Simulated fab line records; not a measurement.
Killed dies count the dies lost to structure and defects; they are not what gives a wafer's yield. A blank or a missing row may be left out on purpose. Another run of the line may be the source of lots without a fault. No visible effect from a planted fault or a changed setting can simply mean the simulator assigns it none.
Chamber matching :: flow n5-finfet :: N5_BEOL_M2_ETCH_77 on rie-diel-03: 4 sister chambers
The step etches underlayer in N2/H2, target depth 6.5 nm, time 5.2 s. 4 wafers are shown with their chamber, then 7 later ones without.

== EACH WAFER AND ITS CHAMBER ==
wafer: L079.2
chamber: 0
drypump-motor-current-A (A): 6.3

wafer: L091.5
chamber: 2
drypump-motor-current-A (A): 5.5

wafer: L093.1
chamber: 1
drypump-motor-current-A (A): 6.3

wafer: L093.4
chamber: 3
drypump-motor-current-A (A): 5.9

== WAFERS WHOSE CHAMBER IS MISSING ==
wafer: L093.5
drypump-motor-current-A (A): 5.5

wafer: L094.1
drypump-motor-current-A (A): 5.5

wafer: L094.5
drypump-motor-current-A (A): 6.0

wafer: L094.6
drypump-motor-current-A (A): 5.4

wafer: L095.1
drypump-motor-current-A (A): 6.2

wafer: L095.2
drypump-motor-current-A (A): 6.4

wafer: L095.4
drypump-motor-current-A (A): 6.3

== CHAMBER TAKEN BY EACH ==
wafer: L093.5
from the rows above: 2
in truth: 2

wafer: L094.1
from the rows above: 2
in truth: 2

wafer: L094.5
from the rows above: 3
in truth: 3

wafer: L094.6
from the rows above: 2
in truth: 2

wafer: L095.1
from the rows above: can't be placed: 0 or 1
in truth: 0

wafer: L095.2
from the rows above: can't be placed: 0 or 1
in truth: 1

wafer: L095.4
from the rows above: can't be placed: 0 or 1
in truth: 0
Correct placement for 4 of the 7. Not placeable from these rows: 3 (in 3, the candidates include the true chamber). 0 placed wrongly.
How it was worked out, from the rows above alone: a wafer's distance from a chamber is the root of the sum, over the readings, of the square of ((its reading less the chamber's mean) divided by the reading's scatter). If the next closest chamber is less than 2 further off than the closest, the wafer can't be placed; otherwise it belongs to the closest. Each chamber's mean is taken over the wafers shown for it. The scatter (one wafer shown for each chamber): square how far every hidden wafer sits from the nearest shown wafer, average those squares and take the square root.
